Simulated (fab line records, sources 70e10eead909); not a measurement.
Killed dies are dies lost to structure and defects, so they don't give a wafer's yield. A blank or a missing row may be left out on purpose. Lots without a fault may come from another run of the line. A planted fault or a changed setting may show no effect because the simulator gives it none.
Which tool did it? | flow nand_harc | 13 lots, 39 wafers sampled, at 5 steps of a route of 1302

WHAT THE GAUGES READ, wafer by wafer
NHARC_A_M1_INSPECT_27.
lot  | measured     | on                | raw_defect_count
L160 | day 23 05:37 | defect_inspect-01 | 606 542 519
L162 | day 24 05:50 | defect_inspect-01 | 399 403 534
L165 | day 24 17:13 | defect_inspect-01 | 485 492 492
L168 | day 25 19:24 | defect_inspect-01 | 583 744 722
L167 | day 26 03:05 | defect_inspect-02 | 551 543 571
L170 | day 27 04:17 | defect_inspect-01 | 386 436 536
L169 | day 27 05:26 | defect_inspect-02 | 617 725 742
L174 | day 29 03:52 | defect_inspect-01 | 615 761 650
L175 | day 29 16:13 | defect_inspect-01 | 522 509 516
L176 | day 30 00:08 | defect_inspect-01 | 650 585 526
L181 | day 32 04:16 | defect_inspect-01 | 430 546 487
L183 | day 32 18:07 | defect_inspect-02 | 807 765 733
L182 | day 33 11:28 | defect_inspect-01 | 475 404 440

NHARC_END_SORT_01.
lot  | measured     | on        | defect_limited_yield (%) | killed_at_array | killed_at_other | killed_at_periphery | killed_dies | killed_open | killed_short | sort_bin_2_pct (%) | sort_bin_3_pct (%) | sort_bin_4_pct (%) | sort_n_pass | sort_rim_yield_pct (%) | sort_yield_pct (%)
L181 | day 33 15:25 | prober-01 | 93.4 95.4 90.3           | 39 27 62        | 1 1 3           | 5 3 1               | 45 31 66    | 7 6 4       | 4 1 3        | 2.2 1.8 4.0        | 0.7 0 0.9          | 3.7 2.8 4.9        | 632 646 611 | 89 90 95               | 93.4 95.4 90.3

WHICH TOOL RAN EACH LOT (tool, then ch and the chambers of the sampled wafers, then the start)
lot  | NHARC_A_M0_DEP_32               | NHARC_A_M1_STRIP_19                 | NHARC_A_M1_PRE_CLEAN_30
L160 | pecvd-04 ch 1,2, day 23 01:38   | wet_bench-10 ch 0,1,6, day 23 03:47 | pvd_sputter-01, day 23 05:37 or earlier
L162 | pecvd-01 ch 0,1,2, day 24 01:54 | wet_bench-08 ch 5,6,7, day 24 04:01 | pvd_sputter-01, day 24 05:50 or earlier
L165 | pecvd-04 ch 0,2, day 24 13:22   | wet_bench-08 ch 0,6,7, day 24 15:26 | pvd_sputter-02, day 24 17:13 or earlier
L168 | pecvd-04 ch 1,2, day 25 15:32   | wet_bench-10 ch 5,6,7, day 25 17:35 | pvd_sputter-03, day 25 19:24 or earlier
L167 | pecvd-01 ch 2, day 25 22:04     | wet_bench-10 ch 0,5,7, day 26 01:14 | pvd_sputter-02, day 26 03:05 or earlier
L170 | pecvd-04 ch 0,1,2, day 27 00:15 | wet_bench-10 ch 3,5,6, day 27 02:28 | pvd_sputter-01, day 27 04:17 or earlier
L169 | pecvd-04 ch 0,2, day 27 01:32   | wet_bench-10 ch 4,5,6, day 27 03:38 | pvd_sputter-02, day 27 05:26 or earlier
L174 | pecvd-01 ch 0,1, day 28 23:53   | wet_bench-10 ch 0,2,4, day 29 02:02 | pvd_sputter-03, day 29 03:52 or earlier
L175 | pecvd-02 ch 0,1,2, day 29 12:21 | wet_bench-08 ch 1,3,5, day 29 14:24 | pvd_sputter-03, day 29 16:13 or earlier
L176 | pecvd-01 ch 0,2, day 29 20:11   | wet_bench-10 ch 2,3,5, day 29 22:20 | pvd_sputter-03, day 30 00:08 or earlier
L181 | pecvd-02 ch 0,1,2, day 31 23:55 | wet_bench-10 ch 2,5,7, day 32 01:55 | pvd_sputter-01, day 32 04:16 or earlier
L183 | pecvd-02 ch 0,1,2, day 32 12:25 | wet_bench-08 ch 4,5,7, day 32 16:17 | pvd_sputter-02, day 32 18:07 or earlier
L182 | pecvd-04 ch 0,1,2, day 33 07:25 | wet_bench-08 ch 0,1,2, day 33 09:38 | pvd_sputter-02, day 33 11:28 or earlier
- NHARC_A_M0_DEP_32: deposits SiCN, target thk 30 nm.
- NHARC_A_M1_STRIP_19: strips in post etch residue remover, time 600 s.
- NHARC_A_M1_PRE_CLEAN_30: time 30 s.

WHAT THE TOOLS THEMSELVES READ (means of the sampled wafers that have a number; where no wafer has one, the mark that the record gives instead)
NHARC_A_M0_DEP_32.
lot  | tool     | heater_power_w (W)
L160 | pecvd-04 | 540
L162 | pecvd-01 | 501
L165 | pecvd-04 | 512
L168 | pecvd-04 | 553
L167 | pecvd-01 | 520
L170 | pecvd-04 | 535
L169 | pecvd-04 | 479
L174 | pecvd-01 | 545
L175 | pecvd-02 | 536
L176 | pecvd-01 | 448
L181 | pecvd-02 | 547
L183 | pecvd-02 | 507
L182 | pecvd-04 | 540

NHARC_A_M1_STRIP_19.
lot  | tool         | bath_heat_duty_pct (%) | run_length_s (s)
L160 | wet_bench-10 | 11.4                   | 602.5
L162 | wet_bench-08 | 13.4                   | 603.2
L165 | wet_bench-08 | 14.1                   | 603.1
L168 | wet_bench-10 | 12.6                   | 602.3
L167 | wet_bench-10 | 12.8                   | 602.8
L170 | wet_bench-10 | 12.3                   | 603.0
L169 | wet_bench-10 | 11.9                   | 602.8
L174 | wet_bench-10 | 12.3                   | 603.1
L175 | wet_bench-08 | -                      | -
L176 | wet_bench-10 | -                      | -
L181 | wet_bench-10 | 13.1                   | 602.5
L183 | wet_bench-08 | 13.2                   | 603.5
L182 | wet_bench-08 | 12.7                   | 602.9

NHARC_A_M1_PRE_CLEAN_30.
lot  | tool           | heater_power_w (W)
L160 | pvd_sputter-01 | 399
L162 | pvd_sputter-01 | 335
L165 | pvd_sputter-02 | 431
L168 | pvd_sputter-03 | 437
L167 | pvd_sputter-02 | 409
L170 | pvd_sputter-01 | 361
L169 | pvd_sputter-02 | 377
L174 | pvd_sputter-03 | 453
L175 | pvd_sputter-03 | 450
L176 | pvd_sputter-03 | 429
L181 | pvd_sputter-01 | 382
L183 | pvd_sputter-02 | 407
L182 | pvd_sputter-02 | 469

THE ANSWER, worked out from the rows above alone
Rule: what is usual is taken from the lots themselves. Put in order of their means at a reading, lots are off if they are a third of the lots or fewer, leave a main group of 4 or more, and stand apart from it by a gap of 3 or more times the standard deviation of the main group's means; of several such gaps the widest counts. A main group whose means are all the same, to the digits that the tables above print for the reading, isn't used. A lot without any number at a reading at which 4 lots or more have one is off too. The other lots that the step has rows for count as sound. The gauges are gone through in route order, then the tools' own readings, and for those a lot's mean is taken as printed above. The first step at which some lot is off is used, and at that step the reading that is off furthest; a lot without a number counts as furthest.
Off: L175, L176, at NHARC_A_M1_STRIP_19 (bath_heat_duty_pct). Without a number there: L175, L176. The main group: mean 12.7 %, standard deviation 0.71.
A tool fits if, at that step or a process step before it, it ran every lot that is off, and no sound lot after the first of them. None of those tried fits.

WHAT THE SIMULATOR HAD PUT IN
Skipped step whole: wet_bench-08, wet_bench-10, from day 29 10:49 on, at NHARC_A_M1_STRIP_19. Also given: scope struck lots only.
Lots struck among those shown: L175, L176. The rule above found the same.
